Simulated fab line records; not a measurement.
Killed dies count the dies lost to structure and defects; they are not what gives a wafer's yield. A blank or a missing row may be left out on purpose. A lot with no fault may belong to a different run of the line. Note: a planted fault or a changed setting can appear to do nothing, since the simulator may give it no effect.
A struck lot beside a sound one	flow n5 finfet	15 out of 1938 route steps
Sound: the wafers L575.2, L575.4, L575.5. Struck: wafer L582.6 (L582.2, L582.3, from the same lot, were not struck and are left out); the cause is given at the end.
At each step with rows: each side's tool, then ch and its chambers, then its first start. Under that, the readings that differ: sound wafers	struck wafers	difference of the means	sigmas: that difference in standard deviations of wafers without a fault.
alike: readings with means less than 2 such deviations apart, plus words and numbers identical on both sides. not compared: withheld readings, readings lacking a value on some wafer, bounds such as >300 that could conceal the same value, and numbers that have no deviation in the record and whose values overlap.
A row with sigmas, a row that says differs or no value, or rows on one side alone: a step with any of these is where the two part. Numbers that have no deviation but don't overlap get no sigmas and don't part them. Lack of a reading on every wafer of one side parts them only where that side has two or more wafers.

N5_BEOL_M15_ANNEAL_48: time 90 s.
  sound on rtp anneal-02 ch 0, day 11 19:04; struck on rtp anneal-02 ch 0, day 13 09:22
  alike: wafer_temp_C_max
N5_BEOL_M15_CMP_49: polishes, stops on SiO2, t overpolish 4.9 s, target thk 850 nm.
  sound on cmp-01 ch 0,1, day 11 19:19; struck on cmp-02 ch 1, day 13 09:37
  alike: barrier field endpoint s, motor current A, overpolish run s, platen rpm
N5_BEOL_M15_THK_MEAS_50: measures by xrf.
  struck on film metro-02, day 13 09:55; sound on film metro-01, day 11 19:37
  alike: M15_THK
then, 1 step without rows for these wafers: N5_BEOL_M15_PRE_CLEAN_52 (time 15 s).
N5_BEOL_M15_DEP_53: deposits SiCN from 3MS/NH3, target thk 50 nm, time 17.8 s.
  sound on pecvd-02 ch 0,1, day 11 19:41; struck on pecvd-02 ch 2, day 13 09:59
  alike: showerhead plenum p Torr, throttle valve pct
N5_BEOL_M15_RS_MEAS_54: measurement is done with a four-point probe.
  struck on film metro-02, day 13 10:03; sound on film metro-02, day 11 19:44
  alike: M15_RS
N5_BEOL_M15_INSPECT_55: inspects for defects (darkfield).
  struck on defect inspect-02, day 13 10:04; sound on defect inspect-02, day 11 19:46
  alike: raw defect count
N5_BEOL_M15_RC_MEAS_101:
  sound on prober-01 ch 0, day 11 19:57; struck on prober-01 ch 0, day 13 10:15
reading	sound	struck	difference	sigmas
COMB_M10 (S/m)	1.3e-11 1.8e-11 1.6e-11	2.2e-11	+6.3e-12	+2
SERP_M12 (ohm/um)	0.628 0.635 0.648	0.609	-0.028	-2
  alike: COMB_M11, COMB_M12, COMB_M13, COMB_M14, COMB_M14_max_site, COMB_M15, COMB_M5, COMB_M6, COMB_M7, COMB_M8, COMB_M9, SERP_M10, SERP_M11, SERP_M13, SERP_M14, SERP_M5, SERP_M6, SERP_M7, SERP_M8, SERP_M9, SERP_M9_max_site
N5_PASSIVATION_PECVD_00: deposits SiO2 from SiH4/N2O, target thk 200 nm, time 11.2 s.
  sound on pecvd-04 ch 0,1,2, day 11 20:46; struck on pecvd-04 ch 2, day 13 11:04
  alike: heater power w, showerhead plenum p Torr, throttle valve pct
then, 1 step without rows for these wafers: N5_MIM_BOT_DEGAS_01 (time 60 s).
N5_MIM_BOT_SPUTTER_00: material TiN, target thk 35 nm, time 89.7 s.
  struck on pvd sputter-01, day 13 11:54; sound on pvd sputter-03, day 11 21:14
  alike: cathode dc power W, chamber pressure pa, throttle valve pct
then, 1 step without rows for these wafers: N5_MIM_TOP_ALD_00 (deposits Al2O3, purge time 3 s, co reactant pulse time 3 s).
N5_MIM_TOP_ALD_01: deposits HfO2, target thk 5.6 nm, pulse time 1 s, purge time 3 s.
  sound on ald hk-01 ch 0,1,2, day 11 21:00; struck on ald hk-03 ch 3, day 13 12:00
reading	sound	struck	difference	sigmas
ald cycles	62 62 62	80	+18	
model.HfO2_of_MIM_TOP_ALD_01.thk nm (nm)	5.6 5.6 5.6	7.2	+1.6	
  alike: precursor pulse height rel
then, 2 steps without rows for these wafers: N5_MIM_TOP_ALD_02 (deposits Al2O3, purge time 3 s, co reactant pulse time 3 s); N5_PASSIVATION_PROBE_49.

WHERE THEY PART
Only at N5_BEOL_M15_RC_MEAS_101, as far as this record shows. Later steps at which nothing parts them and some readings are alike: N5_PASSIVATION_PECVD_00, N5_MIM_BOT_SPUTTER_00, N5_MIM_TOP_ALD_01.

WHY: what the simulator had put in
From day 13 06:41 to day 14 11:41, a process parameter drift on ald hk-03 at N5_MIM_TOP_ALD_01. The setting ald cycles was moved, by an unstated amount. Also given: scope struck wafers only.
